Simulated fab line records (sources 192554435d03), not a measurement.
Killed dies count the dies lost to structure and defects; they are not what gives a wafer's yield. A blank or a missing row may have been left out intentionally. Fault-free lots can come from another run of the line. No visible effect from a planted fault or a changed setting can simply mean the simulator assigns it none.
Split-lot trial    flow n5 finfet    21 wafers read from 7 lots, route of 1938 steps

## THE SPLIT ITSELF
At N5_BEOL_M2_TRENCH_ETCH_37 (etches SiOC in C4F6/O2, target depth 55.555 nm, time 29.2 s), the setting bias w was moved away from the recipe's 185 W on 5 of the 21 wafers read, by -17.9% to +13.7%. The other wafers ran this setting at the recipe's value.

The split's own step is where the reading is taken.

## THE READING
rf vpp V, in V, at N5_BEOL_M2_TRENCH_ETCH_37 (etches SiOC in C4F6/O2, target depth 55.555 nm, time 29.2 s). On this fab line, fault-free wafers typically give 672 V with a standard deviation of 15 V.

wafer   tool, chamber at the split  bias w as run, W  against the recipe  rf vpp V, V  against lot-mates on the recipe
L076.1  rie diel-05, 3              185               recipe              667          -
L076.2  rie diel-05, 1              185               recipe              704          -
L076.5  rie diel-05, 3              151.8             -17.9%              571          -114
L078.1  rie diel-05, 1              185               recipe              705          -
L078.3  rie diel-05, 3              185               recipe              668          -
L078.6  rie diel-05, 1              185               recipe              706          -
L081.1  rie diel-05, 3              185               recipe              669          -
L081.4  rie diel-05, 3              185               recipe              668          -
L081.5  rie diel-05, 2              185               recipe              669          -
L086.1  rie diel-03, 2              185               recipe              677          -
L086.3  rie diel-03, 3              185               recipe              663          -
L086.6  rie diel-03, 3              185               recipe              661          -
L093.1  rie diel-05, 0              208.6             +12.8%              742          +74
L093.5  rie diel-05, 3              185               recipe              668          -
L093.6  rie diel-05, 0              208.6             +12.8%              741          +73
L094.1  rie diel-03, 1              185               recipe              664          -
L094.2  rie diel-03, 3              185               recipe              663          -
L094.6  rie diel-03, 0              185               recipe              668          -
L095.2  rie diel-03, 2              210.3             +13.7%              747          +86
L095.3  rie diel-03, 0              210.3             +13.7%              738          +77
L095.4  rie diel-03, 3              185               recipe              661          -

FIT RESULTS
A straight line over all 21 wafers: rf vpp V changes by +5.36 V for each +1% of bias w; r = +0.94; the points scatter about the line by 14 V.
The same after taking each lot's own level away (the mean of its wafers on the recipe; 21 wafers): +6.06 V for each +1%; r = +0.97; scatter 10 V.
That fit puts the effect of the largest move of bias w on the reading at 1.1e+02 V.
The lots' own levels span 661.0 to 693.0 V, that is 2.1 times the standard deviation above.
In other words, the slope is changed by the lot-to-lot level; the two fits disagree.
Check: -105 V against its lot-mates is what the line predicts for one of the wafers moved furthest among these (-17.9%) when that wafer is left out of the fit. Against them it came out at -114 V.
Tool readings at the split's step, against how far the setting was moved: rf vpp V r = +0.94.

## OTHER SPLITS APPLIED TO THESE WAFERS
Before the reading, these wafers also passed through other splits. Each is held against what the fit with the lots' levels taken away leaves over:
other split on the same wafers        wafers away from the commonest value  r with rf vpp V (lot level and that fit taken away)
N5_MOL_CONTACT_COAG_COAT_75 spin rpm  6                                     -0.21
N5_BEOL_M0_SAQP_PEB_12 peb time s     6                                     +0.06
N5_BEOL_M0_SAQP_ETCH_84 time s        6                                     -0.31
N5_BEOL_M0_ETCH_109 bias w            4                                     -0.03
N5_BEOL_M1_TRENCH_ETCH_37 source w    5                                     +0.06
N5_BEOL_M2_ETCH_69 bias w             6                                     +0.17

## FILE'S OWN FIT
rf vpp V changes by +6.13 V for each +1% of bias w, r = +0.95.
